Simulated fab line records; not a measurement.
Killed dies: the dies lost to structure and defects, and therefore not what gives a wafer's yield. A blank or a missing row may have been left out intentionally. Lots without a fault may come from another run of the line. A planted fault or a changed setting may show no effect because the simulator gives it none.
Which tool is to blame?    flow n5 finfet    24 wafers from 8 lots sampled at 5 of the route's 1938 steps

WHAT THE GAUGES READ, wafer by wafer
N5_BEOL_M4_RC_MEAS_101.
lot   measured      on         DIBL_N (mV/V)
L395  day 11 01:40  prober-02  36.6 37.0 36.9
L398  day 11 14:50  prober-02  36.9 36.6 36.5
L400  day 12 01:18  prober-02  37.9 38.1 38.1
L401  day 12 02:00  prober-01  34.8 38.3 37.4
L413  day 15 21:52  prober-02  36.5 34.9 34.3
L412  day 16 01:32  prober-02  37.5 37.1 35.6
L411  day 16 04:32  prober-01  38.0 37.1 36.0
L414  day 16 07:52  prober-02  38.1 37.7 39.2

WHAT TOOL EACH LOT RAN ON (gives the tool, then ch and the chambers of the sampled wafers, and finally the start)
lot   N5_MOL_CONTACT_COAG_ETCHBACK_134    N5_MOL_CONTACT_COAG_VIA_ETCH_117    N5_MOL_CONTACT_COAG_ANNEAL_112   N5_BEOL_M0_SAQP_PECVD_00
L395  rie diel-06 ch 0,1,2, day 6 00:35   rie diel-06 ch 0,1,2, day 6 00:44   hp anneal-01 ch 0, day 6 02:10   pecvd-03 ch 0,1,2, day 6 05:35
L398  rie diel-01 ch 0,1,2, day 6 22:44   rie diel-01 ch 0,1,2, day 6 22:53   hp anneal-01 ch 0, day 7 00:01   pecvd-03 ch 0,2, day 7 03:22
L400  rie diel-01 ch 0,2, day 8 01:11     rie diel-01 ch 0,2, day 8 01:20     hp anneal-01 ch 0, day 8 05:17   pecvd-03 ch 0,1, day 8 08:39
L401  rie diel-01 ch 0,2,3, day 8 07:16   rie diel-01 ch 0,2,3, day 8 07:26   hp anneal-01 ch 0, day 8 08:33   pecvd-02 ch 0, day 8 11:55
L413  rie diel-01 ch 0,1,2, day 12 14:40  rie diel-01 ch 0,1,2, day 12 14:49  hp anneal-01 ch 0, day 12 15:59  pecvd-04 ch 0,1,2, day 12 19:22
L412  rie diel-01 ch 0,1,2, day 12 15:02  rie diel-01 ch 0,1,2, day 12 15:12  hp anneal-01 ch 0, day 12 18:59  pecvd-04 ch 0,1,2, day 12 22:20
L411  rie diel-06 ch 0,2,3, day 12 15:08  rie diel-06 ch 0,2,3, day 12 15:18  hp anneal-01 ch 0, day 12 18:59  pecvd-03 ch 1,2, day 12 22:21
L414  rie diel-01 ch 0,2,3, day 12 15:23  rie diel-01 ch 0,2,3, day 12 15:32  hp anneal-01 ch 0, day 12 18:59  pecvd-02 ch 0,1,2, day 12 22:39
- N5_MOL_CONTACT_COAG_ETCHBACK_134: etches SiO2 in CHF3, target depth 10 nm, time 6.7 s.
- N5_MOL_CONTACT_COAG_VIA_ETCH_117: etches SiO2 in C4F6/O2, target depth 40 nm, overetch 8 nm, time 26 s.
- N5_MOL_CONTACT_COAG_ANNEAL_112: time 1800 s.
- N5_BEOL_M0_SAQP_PECVD_00: deposits SiCN from 3MS/NH3, target thk 8 nm, time 14 s.

THE ANSWER, worked out from the rows above alone
Rule: the usual values come from the lots themselves. The widest of any qualifying gaps counts: lots, ordered by their means at a reading, are off when they make up no more than a third of the lots, leave a main group of 4 or more, and stand apart from it by 3 or more times the standard deviation of that group's means. A main group whose means are all the same, to the digits that the tables above print for the reading, isn't used. A lot without any number at a reading at which 4 lots or more have one is off too. Any other lot the step has rows for is counted as sound.
None of the lots is off at any reading shown; this tells nothing.

WHAT THE SIMULATOR HAD PUT IN
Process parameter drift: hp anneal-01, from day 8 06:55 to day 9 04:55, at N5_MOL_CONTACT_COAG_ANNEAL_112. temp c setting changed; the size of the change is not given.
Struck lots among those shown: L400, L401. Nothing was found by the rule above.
